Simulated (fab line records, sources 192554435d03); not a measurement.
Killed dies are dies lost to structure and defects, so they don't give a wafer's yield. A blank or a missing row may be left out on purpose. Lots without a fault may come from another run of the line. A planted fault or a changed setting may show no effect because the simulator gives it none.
fab line records | flow n5_finfet | part 1 of 2: steps 1 to 5 of 6
record lots=8 wafers=24 last_day=18
route steps=1938 shown BEOL_M10@1511 BEOL_M15@1830 PASSIVATION@1936
lots that met no fault: from a run of the same line without faults
start_h: hours from the record's first day to the start of the lot's first wafer shown | wait_h: hours since the lot's step before | " the same as in the row above | L1.1+2: a row that stands for several wafers | - no value, or no start given | * or withheld: withheld | < > ~ a bound
route shown NAME@n: a module of which the file shows steps, and the number in the route of the first | usual: mean/standard deviation of fault-free wafers | same: alike in all rows | chamber/n: place in a boat | sites: the reading at each site | _std_site: their standard deviation | _edge_site: outer sites' mean less inner sites' | radius_mm: how far each site lies from the wafer's centre | mask NAME#n: copy n | behind: the tool/chamber that last shaped the wafer | hold: why the lot was held/for how many hours/how that ended | device: the transistor (n, p or np) that didn't switch | end of line: the same wafers' tests at the end of the route | a step without rows: its recipe alone | killed: dies lost to structure and defects at the first sort, not the wafer's yield | map: a wafer's dies, x killed, . not, _ none there
set.NAME: the setting as run; set.NAME@STEP: as run at that earlier step | model.NAME: the simulator's own value behind a step, which no gauge read
steps of the route over a sample of lots; a table a step, a row a wafer
services: from which hour (start_h, from the record's first day; less than 0 if before it) a tool's chamber was out of use, for how many hours, and why
## steps
# step N5_BEOL_M10_STRIP_36
# recipe chemistry=N2/H2 power_w=450 temp_c=40 pressure_mtorr=20 rf_frequency_hz=6e+07 overash_fraction=0.3 bias_power_w=7 h2_frac=0.5 n2_flow_sccm=200 h2_flow_sccm=200
# usual drypump_motor_current_A=5.9/0.57 n2_flow_sccm=200.0/0.61 oes_product_au=0.81/0.085 power_w=450.1/1.4 rf_vpp_V=59.3/2 showerhead_plenum_p_Torr=2.51/0.093 throttle_valve_pct=23.5/0.43
# columns lot.wafer tool chamber start_h wait_h drypump_motor_current_A n2_flow_sccm oes_product_au power_w rf_hours_counter_h rf_vpp_V showerhead_plenum_p_Torr throttle_valve_pct
L748.1 rie_diel-06 2 238.36 0.0 6.2 200.5 0.88 448.6 48 61.2 2.48 23.6
L748.4 " 0 " " 4.9 200.7 0.68 448.8 233 58.7 2.41 24.3
L748.6 " 0 " " 4.9 201.0 0.68 447.4 - 59.7 2.41 24.2
L749.1 rie_diel-06 3 240.10 0.0 6.4 200.2 0.71 448.4 203 62.3 2.64 24.1
L749.3 " 1 " " 5.9 198.8 0.92 450.5 24 58.4 2.68 22.9
L749.6 " 0 " " 4.9 200.1 0.70 451.2 - 62.5 2.41 24.2
L750.3 rie_diel-05 2 258.78 0.0 6.6 199.8 0.69 449.2 233 59.7 2.51 24.0
L750.4 " 1 " " 6.4 199.0 0.86 450.7 - 59.4 2.46 23.1
L750.5 " 2 " " 6.6 200.9 0.69 447.8 - 62.6 2.51 23.9
L760.2 rie_diel-05 1 316.40 0.0 6.4 201.0 0.85 452.1 84 59.3 2.45 23.2
L760.3 " 0 " " 6.0 200.2 0.73 450.3 175 57.8 2.44 23.6
L760.5 " 0 " " 6.0 199.9 0.73 451.4 - 58.2 2.44 23.6
L761.2 rie_diel-06 2 322.50 0.0 6.2 200.4 0.86 451.1 80 58.4 2.46 23.6
L761.3 " 1 " " 5.9 199.6 0.88 450.5 57 62.2 2.67 23.0
L761.6 " 1 " " 5.9 200.1 0.87 451.5 - 63.9 2.67 22.9
L763.3 rie_diel-06 3 340.81 0.0 6.5 200.5 0.68 449.2 237 59.3 2.63 24.2
L763.4 " 1 " " 5.9 200.0 0.86 448.6 60 59.4 2.67 22.9
L763.6 " 1 " " 5.9 200.2 0.86 448.9 - 61.7 2.67 23.0
L765.2 rie_diel-06 3 354.03 0.0 6.4 200.6 0.68 449.6 242 60.4 2.63 24.2
L765.3 " 2 " " 6.3 199.4 0.84 449.7 88 59.4 2.46 23.6
L765.4 " 0 " " 4.9 199.8 0.92 448.9 10 57.3 2.72 23.8
L767.3 rie_diel-05 3 372.55 0.0 4.9 200.1 0.77 449.0 113 59.0 2.44 23.1
L767.5 " 0 " " 6.0 200.5 0.73 447.9 - 57.2 2.43 23.6
L767.6 " 1 " " 6.4 200.6 0.83 449.6 - 59.8 2.44 23.2
# step N5_BEOL_M10_DEGAS_44
# recipe ambient=vacuum temp_c=250 time_s=60
# usual heater_power_w=332/22
# columns lot.wafer tool chamber start_h wait_h heater_power_w
L748.1 pvd_sputter-02 - 239.94 1.1 336
L748.4 " - " " 330
L748.6 " - " " 319
L749.1 pvd_sputter-01 - 241.20 0.6 333
L749.3 " - " " 316
L749.6 " - " " 319
L750.3 pvd_sputter-01 - 260.39 0.9 330
L750.4 " - " " 316
L750.5 " - " " 332
L760.2 pvd_sputter-01 - 317.19 0.3 312
L760.3 " - " " 327
L760.5 " - " " 307
L761.2 pvd_sputter-03 - 323.28 0.3 349
L761.3 " - " " 328
L761.6 " - " " 333
L763.3 pvd_sputter-01 - 341.66 0.3 335
L763.4 " - " " 319
L763.6 " - " " 303
L765.2 pvd_sputter-03 - 356.01 1.5 325
L765.3 " - " " 326
L765.4 " - " " 330
L767.3 pvd_sputter-03 - 373.32 0.2 351
L767.5 " - " " 351
L767.6 " - " " 331
# step N5_BEOL_M10_ALD_74
# recipe material=TaN target_thk_a=20 temp_c=275 ald_precursor_family=PDMAT ald_co_reactant=NH3 pressure_torr=3 carrier_flow_sccm=1500 pulse_time_s=2 purge_time_s=3 co_reactant_purge_time_s=2 co_reactant_pulse_time_s=3 ald_cycles=40 precursor_vessel_temp_c=75 precursor_vessel_pressure_torr=26.25 precursor_vessel_carrier_sccm=1000
# usual ald_cycles=40/0 heater_power_w=419/40
# columns lot.wafer tool chamber start_h wait_h ald_cycles heater_power_w
L748.1 ald_metal-01 0 240.17 0.2 25 400
L748.4 " 1 " " 25 376
L748.6 " 0 " " 25 395
L749.1 ald_metal-01 2 241.36 0.1 25 496
L749.3 " 0 " " 40 391
L749.6 " 0 " " 25 389
L750.3 ald_metal-01 1 260.72 0.3 40 377
L750.4 " 2 " " 25 495
L750.5 " 1 " " 40 381
L760.2 ald_metal-01 1 317.47 0.2 40 387
L760.3 " 0 " " 40 396
L760.5 " 2 " " 40 502
L761.2 ald_metal-01 2 323.38 0.0 40 480
L761.3 " 1 " " 40 382
L761.6 " 0 " " 40 398
L763.3 ald_metal-03 3 341.83 0.1 40 399
L763.4 " 0 " " 40 441
L763.6 " 0 " " 40 457
L765.2 ald_metal-03 2 356.21 0.1 40 442
L765.3 " 1 " " 40 401
L765.4 " 0 " " 40 450
L767.3 ald_metal-04 1 373.42 0.0 40 464
L767.5 " 3 " " 40 372
L767.6 " 0 " " 40 430
# step N5_BEOL_M10_DEP_56
# recipe material=SiCN target_thk_a=150 temp_c=withheld precursor=3MS/NH3 pressure_torr=3 rf_w=202 time_s=26.5
# usual showerhead_plenum_p_Torr=3.674/0.018 throttle_valve_pct=9.1/0.62
# columns lot.wafer tool chamber start_h wait_h showerhead_plenum_p_Torr throttle_valve_pct
L748.1 pecvd-03 2 241.95 0.0 3.692 8.8
L748.4 " 0 " " 3.688 8.8
L748.6 " 1 " " 3.674 8.7
L749.1 pecvd-03 2 242.81 0.0 3.694 8.6
L749.3 " 1 " " 3.679 8.9
L749.6 " 2 " " 3.691 8.6
L750.3 pecvd-01 2 262.34 0.0 3.705 8.4
L750.4 " 2 " " 3.698 8.5
L750.5 " 0 " " 3.667 9.0
L760.2 pecvd-01 2 319.04 0.0 3.696 8.4
L760.3 " 0 " " 3.670 8.9
L760.5 " 2 " " 3.696 8.5
L761.2 pecvd-01 1 324.79 0.0 3.679 10.4
L761.3 " 2 " " 3.707 8.3
L761.6 " 1 " " 3.668 10.4
L763.3 pecvd-01 1 343.65 0.0 3.671 10.4
L763.4 " 2 " " 3.694 8.6
L763.6 " 1 " " 3.674 10.6
L765.2 pecvd-01 1 358.30 0.0 3.676 10.3
L765.3 " 1 " " 3.690 10.4
L765.4 " 0 " " 3.663 8.8
L767.3 pecvd-02 0 375.45 0.0 3.649 9.0
L767.5 " 0 " " 3.648 8.9
L767.6 " 2 " " 3.651 8.8
# step N5_BEOL_M15_RC_MEAS_101
# usual COMB_M10=1.4e-11/3e-12 COMB_M10_max_site=2.1e-11/4.5e-12 COMB_M11=1.4e-11/3.1e-12 COMB_M12=6.1e-12/1.4e-12 COMB_M13=4.8e-12/1.1e-12 COMB_M14=3.6e-12/8.3e-13 COMB_M15=2.3e-12/5.8e-13 COMB_M5=3.6e-11/7.6e-12 COMB_M6=2.5e-11/4.9e-12 COMB_M7=2.6e-11/5.6e-12 COMB_M8=2.5e-11/5.1e-12 COMB_M8_max_site=3.5e-11/8.4e-12 COMB_M9=1.5e-11/3.1e-12 SERP_M10=3.07/0.097 SERP_M11=3.06/0.092 SERP_M12=0.643/0.015 SERP_M13=0.309/0.0064 SERP_M14=0.160/0.0051 SERP_M5=39.4/1.6 SERP_M6=14.1/0.54 SERP_M6_max_site=14.7/0.58 SERP_M7=13.8/0.56 SERP_M8=14.0/0.61 SERP_M9=3.09/0.093 SERP_M9_max_site=3.18/0.097
# columns lot.wafer tool chamber start_h wait_h COMB_M10[S/m] COMB_M10_max_site[S/m] COMB_M11[S/m] COMB_M12[S/m] COMB_M13[S/m] COMB_M14[S/m] COMB_M15[S/m] COMB_M5[S/m] COMB_M6[S/m] COMB_M7[S/m] COMB_M8[S/m] COMB_M8_max_site[S/m] COMB_M9[S/m] SERP_M10[ohm/um] SERP_M11[ohm/um] SERP_M12[ohm/um] SERP_M13[ohm/um] SERP_M14[ohm/um] SERP_M5[ohm/um] SERP_M6[ohm/um] SERP_M6_max_site[ohm/um] SERP_M7[ohm/um] SERP_M8[ohm/um] SERP_M9[ohm/um] SERP_M9_max_site[ohm/um]
L748.1 prober-02 0 272.59 0.0 3.8e-11 4.3e-11 1.4e-11 8.7e-12 7.6e-12 4e-12 1.7e-12 3.3e-11 2.7e-11 3e-11 3.3e-11 5.3e-11 1.4e-11 2.87 2.96 0.634 0.302 0.162 37.1 14.5 15.1 13.7 14.4 3.09 3.34
L748.4 " 0 " " 4.5e-11 6.1e-11 1e-11 6.6e-12 3.9e-12 2.9e-12 1.5e-12 2.5e-11 1.9e-11 3.1e-11 2.9e-11 3.8e-11 1.4e-11 2.93 3.13 0.628 0.294 0.159 36.6 13.8 15.3 14.3 14.1 3.19 3.22
L748.6 " 0 " " 4.4e-11 7.1e-11 1e-11 8.3e-12 5.2e-12 3.7e-12 1.9e-12 3.7e-11 2.1e-11 3.8e-11 2e-11 2.8e-11 1.6e-11 2.96 3.00 0.613 0.308 0.156 36.4 13.7 14.2 14.5 14.4 3.06 3.33
L749.1 prober-01 0 272.93 0.2 5e-11 6.2e-11 1.3e-11 7.8e-12 5.8e-12 3.5e-12 2e-12 3.9e-11 1.5e-11 3.9e-11 2.1e-11 3.5e-11 1.7e-11 3.08 3.09 0.646 0.309 0.154 39.6 13.4 14.3 14.3 13.2 3.08 3.14
L749.3 " 0 " " 1.7e-11 2.5e-11 1.3e-11 7.1e-12 4.9e-12 4e-12 2.1e-12 3.7e-11 2.6e-11 2.5e-11 2.8e-11 4.1e-11 1e-11 2.94 2.88 0.655 0.304 0.156 41.2 14.8 15.1 12.9 14.0 3.09 3.22
L749.6 " 0 " " 4.3e-11 6.5e-11 9e-12 6.1e-12 5.4e-12 2.5e-12 1.3e-12 4.3e-11 1.6e-11 3.4e-11 2.1e-11 3.4e-11 1.6e-11 2.99 3.01 0.667 0.306 0.159 39.1 12.8 14.8 13.2 13.7 2.93 3.12
L750.3 prober-02 0 303.18 0.3 1.4e-11 1.9e-11 1.2e-11 7.3e-12 5.2e-12 2.2e-12 1.8e-12 5.1e-11 1.9e-11 2.6e-11 1.4e-11 1.9e-11 1.5e-11 3.09 2.89 0.645 0.310 0.163 36.7 14.2 14.6 12.7 13.9 3.22 3.27
L750.4 " 0 " " 3.9e-11 5.1e-11 2.2e-11 4.3e-12 5e-12 3.3e-12 1.8e-12 5e-11 2.3e-11 2.8e-11 3.1e-11 3.7e-11 1.6e-11 2.97 3.01 0.645 0.306 0.165 37.0 14.3 15.2 13.0 13.9 3.00 3.06
L750.5 " 0 " " 1.2e-11 2.4e-11 1.3e-11 7.7e-12 5e-12 4.1e-12 1.9e-12 3.9e-11 2.6e-11 2.4e-11 2e-11 3.3e-11 1.8e-11 3.16 3.16 0.646 0.312 0.154 39.7 14.2 15.1 13.1 13.3 3.00 3.10
L760.2 prober-02 0 357.24 0.2 1.2e-11 2.4e-11 1.4e-11 5.6e-12 3.9e-12 3.7e-12 1.4e-12 2.9e-11 2.2e-11 2.6e-11 1.9e-11 2.8e-11 2.1e-11 3.06 3.12 0.630 0.301 0.159 39.9 13.6 14.2 14.8 14.9 3.00 3.20
L760.3 " 0 " " 1.3e-11 2e-11 2.1e-11 7.5e-12 2.9e-12 3.3e-12 1.8e-12 3.6e-11 3.3e-11 2.2e-11 3.1e-11 3.5e-11 1.4e-11 3.11 3.09 0.642 0.302 0.165 37.4 14.2 15.2 13.8 14.2 3.28 3.33
L760.5 " 0 " " 1.3e-11 1.7e-11 1.3e-11 6e-12 3.4e-12 2.7e-12 1.3e-12 2.4e-11 3e-11 2e-11 2.6e-11 5.7e-11 1.3e-11 3.04 3.31 0.631 0.308 0.159 36.7 13.9 14.1 13.6 15.4 3.13 3.29
L761.2 prober-01 0 368.57 0.2 1.2e-11 1.8e-11 1.6e-11 6.8e-12 4.3e-12 4.3e-12 2.4e-12 4.3e-11 2.4e-11 2e-11 2.8e-11 3.5e-11 1.9e-11 3.00 2.93 0.621 0.311 0.168 38.8 14.9 15.0 13.3 13.6 3.12 3.19
L761.3 " 0 " " 1e-11 1.5e-11 1.1e-11 1.05e-11 5.5e-12 3.7e-12 2.2e-12 3.5e-11 2e-11 2.4e-11 2.2e-11 3.6e-11 1.9e-11 2.93 3.09 0.656 0.315 0.151 39.1 13.8 14.6 14.7 13.2 3.11 3.28
L761.6 " 0 " " 1.3e-11 1.6e-11 2.2e-11 7.5e-12 4.2e-12 4e-12 2.4e-12 2.8e-11 2.4e-11 3e-11 3.4e-11 4.2e-11 1.4e-11 3.10 2.93 0.648 0.310 0.162 40.5 15.2 16.1 13.9 13.0 3.13 3.20
L763.3 prober-01 0 381.32 0.3 1.4e-11 1.6e-11 1e-11 5e-12 4e-12 4.6e-12 2.4e-12 3.9e-11 3.1e-11 2.2e-11 3.2e-11 3.8e-11 1.7e-11 3.18 3.15 0.649 0.306 0.154 39.6 15.3 15.4 14.4 13.6 2.97 3.03
L763.4 " 0 " " 1.2e-11 1.8e-11 9e-12 6.7e-12 6.8e-12 4.2e-12 1.7e-12 3.3e-11 2.4e-11 2.5e-11 3e-11 4.4e-11 9e-12 3.02 3.04 0.663 0.307 0.159 43.6 14.1 14.6 14.2 14.0 3.08 3.22
L763.6 " 0 " " 1.2e-11 1.3e-11 1e-11 6.4e-12 6.5e-12 7.3e-12 2.2e-12 3.9e-11 2.1e-11 2.3e-11 2.2e-11 3.7e-11 1.5e-11 3.04 3.08 0.641 0.301 0.156 40.5 14.6 15.3 14.4 14.0 3.13 3.21
L765.2 prober-02 0 394.14 0.2 1.2e-11 2.1e-11 1.5e-11 5.5e-12 3.4e-12 3.2e-12 1.2e-12 3.2e-11 3.4e-11 2.3e-11 3.1e-11 4.6e-11 1.6e-11 3.22 2.96 0.612 0.303 0.172 38.8 14.2 14.7 14.2 14.8 3.25 3.36
L765.3 " 0 " " 1.6e-11 2.1e-11 1.4e-11 5.5e-12 4e-12 2.6e-12 2.7e-12 5.1e-11 2.9e-11 2.9e-11 2.9e-11 5.4e-11 2.1e-11 3.07 3.04 0.642 0.313 0.162 38.1 13.1 13.7 13.9 13.8 3.02 3.06
L765.4 " 0 " " 1e-11 1.2e-11 1.4e-11 6.8e-12 3e-12 3.2e-12 2.1e-12 3.1e-11 3.1e-11 2.9e-11 3.1e-11 5.2e-11 1.9e-11 2.96 3.07 0.645 0.302 0.157 40.6 14.0 14.2 14.7 13.9 3.22 3.33
L767.3 prober-01 0 419.73 0.9 1.3e-11 2e-11 2.4e-11 6.5e-12 4e-12 2.9e-12 2.1e-12 3.6e-11 3.1e-11 3.8e-11 3.2e-11 4.1e-11 1.3e-11 3.17 3.07 0.645 0.309 0.155 41.0 13.7 14.1 13.8 13.0 3.00 3.12
L767.5 " 0 " " 1.4e-11 2.3e-11 1.7e-11 7.3e-12 3.5e-12 4e-12 2.3e-12 2.8e-11 2.6e-11 2.7e-11 3.8e-11 5e-11 1.5e-11 3.11 3.00 0.633 0.305 0.155 38.9 13.7 14.0 12.7 15.3 2.96 3.12
L767.6 " 0 " " 1.4e-11 3e-11 1.9e-11 5.2e-12 4.6e-12 3.1e-12 2.7e-12 3.6e-11 1.7e-11 1.9e-11 2.7e-11 3.3e-11 1.6e-11 2.98 3.08 0.667 0.301 0.159 38.4 13.2 14.1 13.9 14.5 3.04 3.15
# sites COMB_M10 radius_mm=0,75,75,75,75,140,140,140,140
L748.1 4e-11 3.8e-11 3.8e-11 3.6e-11 4.2e-11 4.3e-11 3.6e-11 3.9e-11 3.8e-11
L749.1 2.5e-11 4.8e-11 4.2e-11 6.2e-11 5.4e-11 6e-11 5e-11 6.1e-11 5e-11
L750.3 1.3e-11 1.2e-11 1.8e-11 1.9e-11 1e-11 1.5e-11 5e-12 1.7e-11 1.4e-11
L760.2 1.2e-11 1.3e-11 1.3e-11 9e-12 1e-11 9e-12 1.5e-11 2.4e-11 8e-12
L761.2 9e-12 1.4e-11 9e-12 1.4e-11 1e-11 1.8e-11 1.3e-11 9e-12 1.2e-11
L763.3 1.6e-11 1.4e-11 1.6e-11 1.4e-11 1.3e-11 1e-11 9e-12 1.6e-11 9e-12
L765.2 1.2e-11 1.5e-11 1e-11 2.1e-11 1e-11 1.7e-11 1.8e-11 9e-12 9e-12
L767.3 1.1e-11 1.9e-11 1.2e-11 1.2e-11 2e-11 9e-12 1.3e-11 1.3e-11 1.3e-11
## key
first_sign step=N5_BEOL_M10_ALD_74 reading=ald_cycles direction=down sigmas=99+ usual=* struck=*
effect step=N5_BEOL_M15_RC_MEAS_101 reading=COMB_M10 direction=up sigmas=9.5 usual=1.4e-11 struck=4.3e-11
effect step=N5_PASSIVATION_PROBE_49 reading=sort_bin_4_leakage direction=up sigmas=2.2 usual=0 struck=0.18 wafers_moved=3
met_at N5_BEOL_M10_ALD_74
struck_lots L748,L749,L750
struck_wafers L748.1,L748.4,L748.6,L749.1,L749.6,L750.4
not_acting_at N5_BEOL_M10_STRIP_36,N5_BEOL_M10_DEGAS_44,N5_BEOL_M10_DEP_56
fault kind=process_parameter_drift tool=ald_metal-01 chamber=- onset_h=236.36 steps=N5_BEOL_M10_ALD_74 channel=ald_cycles offset=* shape=step end_h=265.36 scope=struck_wafers_only acts_in=* stated=*
